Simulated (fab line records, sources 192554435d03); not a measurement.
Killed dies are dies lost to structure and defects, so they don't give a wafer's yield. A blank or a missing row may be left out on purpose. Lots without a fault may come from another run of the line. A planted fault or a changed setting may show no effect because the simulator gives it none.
Which tool did it? | flow n5_finfet | 24 lots, 72 wafers sampled, at 6 steps of a route of 1938

WHAT THE GAUGES READ, wafer by wafer
The record holds no reading of a measuring or inspecting step that can be judged against a usual standard deviation.

WHICH TOOL RAN EACH LOT (tool, then ch and the chambers of the sampled wafers, then the start)
lot  | N5_HKMG_FIN_STRIP_89               | N5_HKMG_FIN_ETCH_67                | N5_GATE_CUT_ETCHBACK_00           | N5_GATE_CUT_ETCH_56               | N5_MOL_CONTACT_COAG_PRE_CLEAN_141 | N5_MOL_CONTACT_COAG_CMP_23
L074 | rie_diel-03 ch 0,1,2, day 4 02:44  | rie_diel-03 ch 1,3, day 4 03:45    | rie_metal-01 ch 0,1, day 4 05:46  | rie_metal-01 ch 0,1, day 4 05:53  | pvd_sputter-01, day 4 16:31       | cmp-04 ch 0,1,2, day 4 21:42
L075 | rie_diel-02 ch 1,2,3, day 4 12:01  | rie_diel-03 ch 2,3, day 4 13:02    | rie_metal-03 ch 0,1, day 4 15:13  | rie_metal-03 ch 0,1, day 4 15:19  | pvd_sputter-02, day 5 01:43       | cmp-04 ch 1,2,3, day 5 03:54
L076 | rie_diel-02 ch 2,3, day 5 02:25    | rie_diel-02 ch 0,1,2, day 5 03:27  | rie_metal-01 ch 0, day 5 05:35    | rie_metal-01 ch 0, day 5 05:50    | pvd_sputter-01, day 5 16:55       | cmp-01 ch 2,3, day 5 19:10
L077 | rie_diel-02 ch 0,3, day 5 08:25    | rie_diel-04 ch 0,1,2, day 5 09:25  | rie_metal-01 ch 0, day 5 11:34    | rie_metal-01 ch 0, day 5 11:48    | pvd_sputter-03, day 5 23:57       | cmp-04 ch 1,3, day 6 02:25
L078 | rie_diel-02 ch 0,2,3, day 5 11:04  | rie_diel-04 ch 1,3, day 5 12:05    | rie_metal-02 ch 0,1, day 5 14:13  | rie_metal-02 ch 0,1, day 5 14:20  | pvd_sputter-03, day 6 01:34       | cmp-01 ch 1,3, day 6 05:32
L079 | rie_diel-02 ch 1,2,3, day 5 16:42  | rie_diel-03 ch 1,2,3, day 5 17:43  | rie_metal-01 ch 0,1, day 5 19:45  | rie_metal-01 ch 0,1, day 5 19:52  | pvd_sputter-03, day 6 05:50       | cmp-01 ch 0,1,3, day 6 11:46
L080 | rie_diel-04 ch 0,2,3, day 5 19:17  | rie_diel-03 ch 0,2,3, day 5 20:22  | rie_metal-02 ch 0,1, day 5 22:25  | rie_metal-02 ch 0,1, day 5 22:32  | pvd_sputter-02, day 6 12:17       | cmp-01 ch 0,1,3, day 6 15:20
L081 | rie_diel-03 ch 0,1,3, day 6 03:05  | rie_diel-04 ch 0,1, day 6 04:11    | rie_metal-03 ch 0,1, day 6 06:18  | rie_metal-03 ch 0,1, day 6 06:25  | pvd_sputter-01, day 6 16:08       | cmp-03 ch 0,1,3, day 6 18:57
L082 | rie_diel-04 ch 0,2, day 6 04:50    | rie_diel-02 ch 0,1, day 6 05:50    | rie_metal-02 ch 0,1, day 6 07:52  | rie_metal-02 ch 0,1, day 6 07:59  | pvd_sputter-01, day 6 18:31       | cmp-04 ch 1,3, day 6 22:13
L083 | rie_diel-04 ch 1,2, day 6 13:23    | rie_diel-04 ch 0,2, day 6 14:25    | rie_metal-01 ch 0,1, day 6 16:26  | rie_metal-01 ch 0,1, day 6 16:33  | pvd_sputter-02, day 7 02:25       | cmp-03 ch 0,3, day 7 05:04
L084 | rie_diel-03 ch 0,1, day 6 18:11    | rie_diel-03 ch 0,2, day 6 19:15    | rie_metal-03 ch 0,1, day 6 21:16  | rie_metal-03 ch 0,1, day 6 21:23  | pvd_sputter-03, day 7 09:16       | cmp-01 ch 0,1,3, day 7 12:43
L085 | rie_diel-03 ch 0,1, day 7 01:38    | rie_diel-04 ch 0,3, day 7 02:52    | rie_metal-02 ch 0,1, day 7 04:59  | rie_metal-02 ch 0,1, day 7 05:05  | pvd_sputter-03, day 7 15:46       | cmp-04 ch 1,2,3, day 7 19:31
L086 | rie_diel-02 ch 0,1,2, day 7 07:23  | rie_diel-02 ch 0,1, day 7 08:38    | rie_metal-01 ch 0,1, day 7 10:44  | rie_metal-01 ch 0,1, day 7 10:51  | pvd_sputter-02, day 7 21:23       | cmp-03 ch 0,2,3, day 8 03:08
L087 | rie_diel-03 ch 1,2, day 7 13:46    | rie_diel-03 ch 0,3, day 7 14:50    | rie_metal-03 ch 0,1, day 7 16:54  | rie_metal-03 ch 0,1, day 7 17:01  | pvd_sputter-02, day 8 04:05       | cmp-01 ch 0,1,3, day 8 06:53
L088 | rie_diel-04 ch 0,3, day 7 19:09    | rie_diel-02 ch 0,1,3, day 7 20:19  | rie_metal-03 ch 0,1, day 7 22:20  | rie_metal-03 ch 0,1, day 7 22:27  | pvd_sputter-03, day 8 10:43       | cmp-04 ch 1,2,3, day 8 13:41
L089 | rie_diel-03 ch 0,2,3, day 8 01:09  | rie_diel-03 ch 1,2,3, day 8 02:10  | rie_metal-01 ch 0,1, day 8 04:14  | rie_metal-01 ch 0,1, day 8 04:21  | pvd_sputter-03, day 8 14:04       | cmp-01 ch 0,1,3, day 8 17:55
L090 | rie_diel-03 ch 0,2,3, day 8 06:25  | rie_diel-04 ch 0,1,3, day 8 07:43  | rie_metal-01 ch 0,1, day 8 09:44  | rie_metal-01 ch 0,1, day 8 09:51  | pvd_sputter-02, day 8 19:04       | cmp-01 ch 0,1,2, day 8 21:05
L091 | rie_diel-04 ch 1,2,3, day 8 12:59  | rie_diel-03 ch 0,2,3, day 8 14:01  | rie_metal-01 ch 1, day 8 16:10    | rie_metal-01 ch 1, day 8 16:17    | pvd_sputter-03, day 9 04:28       | cmp-01 ch 0,1,2, day 9 06:56
L092 | rie_diel-04 ch 1,3, day 8 21:42    | rie_diel-02 ch 0,2, day 8 22:56    | rie_metal-01 ch 0,1, day 9 00:59  | rie_metal-01 ch 0,1, day 9 01:06  | pvd_sputter-03, day 9 10:44       | cmp-04 ch 0,1,2, day 9 12:53
L093 | rie_diel-02 ch 0,2,3, day 9 00:58  | rie_diel-02 ch 2,3, day 9 02:01    | rie_metal-01 ch 0,1, day 9 04:09  | rie_metal-01 ch 0,1, day 9 04:16  | pvd_sputter-02, day 9 17:35       | cmp-01 ch 1,2,3, day 9 21:25
L094 | rie_diel-02 ch 0,2,3, day 9 07:26  | rie_diel-02 ch 2,3, day 9 08:27    | rie_metal-01 ch 0,1, day 9 10:43  | rie_metal-01 ch 0,1, day 9 10:50  | pvd_sputter-03, day 9 21:16       | cmp-03 ch 0,1, day 10 00:45
L095 | rie_diel-04 ch 1,2,3, day 9 11:47  | rie_diel-04 ch 0,1,3, day 9 12:53  | rie_metal-03 ch 0, day 9 15:04    | rie_metal-03 ch 0, day 9 15:18    | pvd_sputter-01, day 10 04:17      | cmp-03 ch 2,3, day 10 08:16
L096 | rie_diel-03 ch 0,1,2, day 9 20:36  | rie_diel-03 ch 1,2,3, day 9 21:41  | rie_metal-01 ch 0,1, day 9 23:44  | rie_metal-01 ch 0,1, day 9 23:51  | pvd_sputter-01, day 10 12:05      | cmp-04 ch 1,2,3, day 10 15:48
L097 | rie_diel-03 ch 0,2,3, day 10 00:46 | rie_diel-03 ch 0,1,2, day 10 01:47 | rie_metal-02 ch 0,1, day 10 03:56 | rie_metal-02 ch 0,1, day 10 04:03 | pvd_sputter-01, day 10 15:43      | cmp-01 ch 0,1,3, day 10 18:50
- N5_HKMG_FIN_STRIP_89: strips SOC in N2/H2, time 20 s.
- N5_HKMG_FIN_ETCH_67: etches SOC in N2/H2, stops on TiN, target depth 388.9 nm.
- N5_GATE_CUT_ETCHBACK_00: etches W in SF6/Cl2.
- N5_GATE_CUT_ETCH_56: etches TiN in Cl2/Ar, target depth 21.6 nm.
- N5_MOL_CONTACT_COAG_PRE_CLEAN_141: time 60 s.
- N5_MOL_CONTACT_COAG_CMP_23: polishes, stops on SiO2, t overpolish 1.5 s, target thk 0 nm.

WHAT THE TOOLS THEMSELVES READ (means of the sampled wafers that have a number; where no wafer has one, the mark that the record gives instead)
N5_HKMG_FIN_STRIP_89. Usual: drypump_motor_current_A 5.6 A, standard deviation 0.43; oes_product_au 0.78 a.u., standard deviation 0.092; rf_vpp_V 54.2 V, standard deviation 0.9; showerhead_plenum_p_Torr 3.37 Torr, standard deviation 0.11; throttle_valve_pct 18.8 %, standard deviation 0.33.
lot  | tool        | drypump_motor_current_A (A) | oes_product_au (a.u.) | rf_vpp_V (V) | showerhead_plenum_p_Torr (Torr) | throttle_valve_pct (%) | flag
L074 | rie_diel-03 | 5.3                         | 0.80                  | 53.7         | 3.31                            | 18.6                   |
L075 | rie_diel-02 | 5.5                         | 0.74                  | 54.4         | 3.38                            | 19.0                   |
L076 | rie_diel-02 | 5.4                         | 0.77                  | 55.4         | 3.42                            | 18.8                   |
L077 | rie_diel-02 | 5.9                         | 0.76                  | 53.9         | 3.31                            | 18.6                   |
L078 | rie_diel-02 | 5.8                         | 0.79                  | 53.4         | 3.38                            | 18.7                   |
L079 | rie_diel-02 | 5.5                         | 0.73                  | 54.1         | 3.37                            | 19.0                   |
L080 | rie_diel-04 | 6.0                         | 0.69                  | 53.8         | 3.38                            | 19.2                   |
L081 | rie_diel-03 | 5.2                         | 0.75                  | 53.4         | 3.29                            | 18.7                   |
L082 | rie_diel-04 | 6.1                         | 0.69                  | 54.2         | 3.28                            | 19.1                   |
L083 | rie_diel-04 | 5.9                         | 0.74                  | 54.4         | 3.30                            | 19.1                   |
L084 | rie_diel-03 | 5.3                         | 0.81                  | 54.4         | 3.37                            | 18.4                   |
L085 | rie_diel-03 | 5.3                         | 0.81                  | 54.3         | 3.37                            | 18.4                   |
L086 | rie_diel-02 | 5.7                         | 0.78                  | 54.9         | 3.40                            | 19.0                   |
L087 | rie_diel-03 | 5.5                         | 0.72                  | 53.6         | 3.24                            | 18.8                   |
L088 | rie_diel-04 | 5.9                         | 0.85                  | 53.7         | 3.47                            | 19.0                   |
L089 | rie_diel-03 | 5.0                         | 0.85                  | 53.6         | 3.38                            | 18.6                   |
L090 | rie_diel-03 | 5.0                         | 0.85                  | 53.7         | 3.38                            | 18.6                   |
L091 | rie_diel-04 | 6.0                         | 0.88                  | 53.8         | 3.46                            | 18.9                   |
L092 | rie_diel-04 | 5.9                         | 0.85                  | 54.4         | 3.42                            | 18.9                   |
L093 | rie_diel-02 | 5.8                         | 0.85                  | 54.7         | 3.37                            | 18.6                   |
L094 | rie_diel-02 | 5.8                         | 0.84                  | 54.4         | 3.37                            | 18.6                   |
L095 | rie_diel-04 | 6.0                         | 0.85                  | 53.9         | 3.46                            | 18.9                   |
L096 | rie_diel-03 | 5.4                         | 0.74                  | 55.3         | 3.29                            | 18.7                   |
L097 | rie_diel-03 | 5.1                         | 0.81                  | 54.0         | 3.37                            | 18.7                   |

N5_HKMG_FIN_ETCH_67. Usual: drypump_motor_current_A 5.6 A, standard deviation 0.45; oes_product_au 0.77 a.u., standard deviation 0.096; rf_vpp_V 240.8 V, standard deviation 1.3; showerhead_plenum_p_Torr 2.54 Torr, standard deviation 0.094; throttle_valve_pct 17.78 %, standard deviation 0.24.
lot  | tool        | drypump_motor_current_A (A) | oes_product_au (a.u.) | rf_vpp_V (V) | showerhead_plenum_p_Torr (Torr) | throttle_valve_pct (%) | flag
L074 | rie_diel-03 | 5.1                         | 0.68                  | 239.9        | 2.44                            | 17.86                  |
L075 | rie_diel-03 | 5.1                         | 0.72                  | 239.3        | 2.41                            | 17.89                  |
L076 | rie_diel-02 | 5.7                         | 0.78                  | 240.6        | 2.58                            | 17.81                  |
L077 | rie_diel-04 | 5.9                         | 0.72                  | 241.1        | 2.54                            | 17.93                  |
L078 | rie_diel-04 | 5.9                         | 0.72                  | 241.0        | 2.60                            | 18.11                  |
L079 | rie_diel-03 | 5.3                         | 0.69                  | 238.9        | 2.45                            | 17.82                  |
L080 | rie_diel-03 | 5.1                         | 0.76                  | 238.9        | 2.46                            | 17.78                  |
L081 | rie_diel-04 | 5.8                         | 0.72                  | 241.3        | 2.62                            | 17.93                  |
L082 | rie_diel-02 | 6.0                         | 0.79                  | 240.0        | 2.54                            | 17.91                  |
L083 | rie_diel-04 | 6.1                         | 0.68                  | 239.6        | 2.48                            | 17.94                  |
L084 | rie_diel-03 | 5.1                         | 0.82                  | 240.3        | 2.52                            | 17.61                  |
L085 | rie_diel-04 | 6.0                         | 0.86                  | 241.5        | 2.63                            | 17.83                  |
L086 | rie_diel-02 | 5.8                         | 0.73                  | 240.2        | 2.54                            | 18.09                  |
L087 | rie_diel-03 | 4.9                         | 0.94                  | 242.5        | 2.66                            | 17.52                  |
L088 | rie_diel-02 | 5.9                         | 0.83                  | 240.5        | 2.51                            | 17.76                  |
L089 | rie_diel-03 | 5.3                         | 0.77                  | 240.8        | 2.54                            | 17.70                  |
L090 | rie_diel-04 | 5.8                         | 0.78                  | 241.7        | 2.61                            | 17.92                  |
L091 | rie_diel-03 | 5.1                         | 0.83                  | 240.6        | 2.56                            | 17.65                  |
L092 | rie_diel-02 | 5.6                         | 0.78                  | 241.8        | 2.61                            | 17.63                  |
L093 | rie_diel-02 | 5.5                         | 0.87                  | 240.7        | 2.53                            | 17.37                  |
L094 | rie_diel-02 | 5.5                         | 0.86                  | 240.1        | 2.52                            | 17.37                  |
L095 | rie_diel-04 | 5.8                         | 0.77                  | 241.5        | 2.60                            | 17.93                  |
L096 | rie_diel-03 | 5.3                         | 0.75                  | 240.9        | 2.54                            | 17.72                  |
L097 | rie_diel-03 | 5.3                         | 0.72                  | 241.0        | 2.49                            | 17.72                  |

N5_GATE_CUT_ETCHBACK_00. Usual: drypump_motor_current_A 5.7 A, standard deviation 0.35; oes_product_au 0.77 a.u., standard deviation 0.14; throttle_valve_pct 27.7 %, standard deviation 0.31.
lot  | tool         | drypump_motor_current_A (A) | oes_product_au (a.u.) | throttle_valve_pct (%) | flag
L074 | rie_metal-01 | 5.7                         | 0.80                  | 27.7                   |
L075 | rie_metal-03 | 5.7                         | 0.60                  | 27.6                   |
L076 | rie_metal-01 | 5.6                         | 0.88                  | 27.5                   |
L077 | rie_metal-01 | 5.6                         | 0.88                  | 27.5                   |
L078 | rie_metal-02 | 5.1                         | 0.68                  | 28.2                   |
L079 | rie_metal-01 | 5.8                         | 0.90                  | 27.5                   |
L080 | rie_metal-02 | 5.1                         | 0.68                  | 28.2                   |
L081 | rie_metal-03 | 5.7                         | 0.60                  | 27.6                   |
L082 | rie_metal-02 | 5.1                         | 0.68                  | 28.2                   |
L083 | rie_metal-01 | 5.9                         | 0.92                  | 27.6                   |
L084 | rie_metal-03 | 5.8                         | 0.59                  | 27.5                   |
L085 | rie_metal-02 | 5.1                         | 0.67                  | 28.2                   |
L086 | rie_metal-01 | 5.9                         | 0.92                  | 27.6                   |
L087 | rie_metal-03 | 5.7                         | 0.60                  | 27.6                   |
L088 | rie_metal-03 | 5.7                         | 0.59                  | 27.6                   |
L089 | rie_metal-01 | 5.7                         | 0.87                  | 27.5                   |
L090 | rie_metal-01 | 5.7                         | 0.86                  | 27.6                   |
L091 | rie_metal-01 | 6.0                         | 0.92                  | 27.6                   |
L092 | rie_metal-01 | 5.7                         | 0.85                  | 27.5                   |
L093 | rie_metal-01 | 5.7                         | 0.86                  | 27.5                   |
L094 | rie_metal-01 | 5.7                         | 0.85                  | 27.5                   |
L095 | rie_metal-03 | 5.7                         | 0.98                  | 27.0                   |
L096 | rie_metal-01 | 5.8                         | 0.84                  | 27.6                   |
L097 | rie_metal-02 | 5.1                         | 0.66                  | 28.2                   |

N5_GATE_CUT_ETCH_56. Usual: drypump_motor_current_A 5.7 A, standard deviation 0.35; oes_ar_750_au 0.76 a.u., standard deviation 0.13; oes_product_au 0.77 a.u., standard deviation 0.13; throttle_valve_pct 20.91 %, standard deviation 0.3.
lot  | tool         | drypump_motor_current_A (A) | oes_ar_750_au (a.u.) | oes_product_au (a.u.) | throttle_valve_pct (%) | flag
L074 | rie_metal-01 | 5.7                         | 0.77                 | 0.78                  | 20.94                  |
L075 | rie_metal-03 | 5.7                         | 0.58                 | 0.59                  | 20.88                  |
L076 | rie_metal-01 | 5.6                         | 0.86                 | 0.87                  | 20.74                  |
L077 | rie_metal-01 | 5.6                         | 0.86                 | 0.87                  | 20.73                  |
L078 | rie_metal-02 | 5.1                         | 0.69                 | 0.68                  | 21.18                  |
L079 | rie_metal-01 | 5.8                         | 0.88                 | 0.88                  | 20.84                  |
L080 | rie_metal-02 | 5.1                         | 0.69                 | 0.69                  | 21.18                  |
L081 | rie_metal-03 | 5.7                         | 0.58                 | 0.58                  | 20.88                  |
L082 | rie_metal-02 | 5.1                         | 0.69                 | 0.68                  | 21.18                  |
L083 | rie_metal-01 | 5.9                         | 0.90                 | 0.90                  | 20.90                  |
L084 | rie_metal-03 | 5.7                         | 0.59                 | 0.58                  | 20.75                  |
L085 | rie_metal-02 | 5.1                         | 0.69                 | 0.68                  | 21.19                  |
L086 | rie_metal-01 | 5.9                         | 0.88                 | 0.89                  | 20.92                  |
L087 | rie_metal-03 | 5.7                         | 0.58                 | 0.58                  | 20.90                  |
L088 | rie_metal-03 | 5.7                         | 0.57                 | 0.57                  | 20.91                  |
L089 | rie_metal-01 | 5.7                         | 0.85                 | 0.86                  | 20.84                  |
L090 | rie_metal-01 | 5.8                         | 0.84                 | 0.86                  | 20.83                  |
L091 | rie_metal-01 | 6.0                         | 0.89                 | 0.89                  | 20.99                  |
L092 | rie_metal-01 | 5.8                         | 0.83                 | 0.84                  | 20.83                  |
L093 | rie_metal-01 | 5.7                         | 0.83                 | 0.84                  | 20.83                  |
L094 | rie_metal-01 | 5.7                         | 0.82                 | 0.83                  | 20.84                  |
L095 | rie_metal-03 | 5.7                         | 1.00                 | 0.99                  | 20.12                  |
L096 | rie_metal-01 | 5.8                         | 0.82                 | 0.83                  | 20.84                  |
L097 | rie_metal-02 | 5.1                         | 0.68                 | 0.67                  | 21.19                  |

N5_MOL_CONTACT_COAG_PRE_CLEAN_141. Usual: heater_power_w 481 W, standard deviation 45.
lot  | tool           | heater_power_w (W) | flag
L074 | pvd_sputter-01 | 536                |
L075 | pvd_sputter-02 | 463                |
L076 | pvd_sputter-01 | 490                |
L077 | pvd_sputter-03 | 496                |
L078 | pvd_sputter-03 | 478                |
L079 | pvd_sputter-03 | 472                |
L080 | pvd_sputter-02 | 458                |
L081 | pvd_sputter-01 | 519                |
L082 | pvd_sputter-01 | 479                |
L083 | pvd_sputter-02 | 437                |
L084 | pvd_sputter-03 | 446                |
L085 | pvd_sputter-03 | 489                |
L086 | pvd_sputter-02 | 430                |
L087 | pvd_sputter-02 | 465                |
L088 | pvd_sputter-03 | 462                |
L089 | pvd_sputter-03 | 469                |
L090 | pvd_sputter-02 | 435                |
L091 | pvd_sputter-03 | 462                |
L092 | pvd_sputter-03 | 479                |
L093 | pvd_sputter-02 | 467                |
L094 | pvd_sputter-03 | 479                |
L095 | pvd_sputter-01 | 531                |
L096 | pvd_sputter-01 | 556                |
L097 | pvd_sputter-01 | 475                |

N5_MOL_CONTACT_COAG_CMP_23. Usual: motor_current_A 8.3 A, standard deviation 0.71; overpolish_run_s 1.500 s, standard deviation 0.0086; time_to_endpoint_s 9.4 s, standard deviation 2.8.
lot  | tool   | motor_current_A (A) | overpolish_run_s (s) | time_to_endpoint_s (s) | flag
L074 | cmp-04 | 8.4                 | 1.493                | 6.9                    |
L075 | cmp-04 | 8.2                 | 1.498                | 8.5                    |
L076 | cmp-01 | 8.8                 | 1.502                | 7.7                    |
L077 | cmp-04 | 8.5                 | 1.495                | 8.4                    |
L078 | cmp-01 | 8.8                 | 1.500                | 9.1                    |
L079 | cmp-01 | 8.7                 | 1.494                | 8.5                    |
L080 | cmp-01 | 8.6                 | 1.498                | 10.7                   |
L081 | cmp-03 | 8.3                 | 1.504                | 13.9                   |
L082 | cmp-04 | 8.2                 | 1.498                | 6.8                    |
L083 | cmp-03 | 8.0                 | 1.497                | 8.8                    |
L084 | cmp-01 | 8.5                 | 1.500                | 8.8                    |
L085 | cmp-04 | 8.3                 | 1.505                | 8.6                    |
L086 | cmp-03 | 7.9                 | 1.494                | 13.1                   |
L087 | cmp-01 | 8.9                 | 1.493                | 11.1                   |
L088 | cmp-04 | 8.2                 | 1.501                | 10.1                   |
L089 | cmp-01 | 8.6                 | 1.498                | 9.4                    |
L090 | cmp-01 | 9.1                 | 1.507                | 9.4                    |
L091 | cmp-01 | 8.8                 | 1.499                | 8.5                    |
L092 | cmp-04 | 8.5                 | 1.500                | 7.7                    |
L093 | cmp-01 | 8.8                 | 1.501                | 7.5                    |
L094 | cmp-03 | 8.6                 | 1.499                | 11.8                   |
L095 | cmp-03 | 7.2                 | 1.509                | 8.0                    |
L096 | cmp-04 | 8.1                 | 1.501                | 10.6                   |
L097 | cmp-01 | 8.6                 | 1.497                | 10.6                   |

THE ANSWER, worked out from the rows above alone
Rule: a lot is off if the mean of its wafers that have a number lies more than 3 standard deviations from the usual mean. A lot without any number at a reading at which 4 lots or more have one is off too. The other lots that the step has rows for count as sound. The gauges are gone through in route order, then the tools' own readings, and for those a lot's mean is taken as printed above. The first step at which some lot is off is used, and at that step the reading that is off furthest; a lot without a number counts as furthest.
No lot is off at any reading shown: from this, nothing can be told.

WHAT THE SIMULATOR HAD PUT IN
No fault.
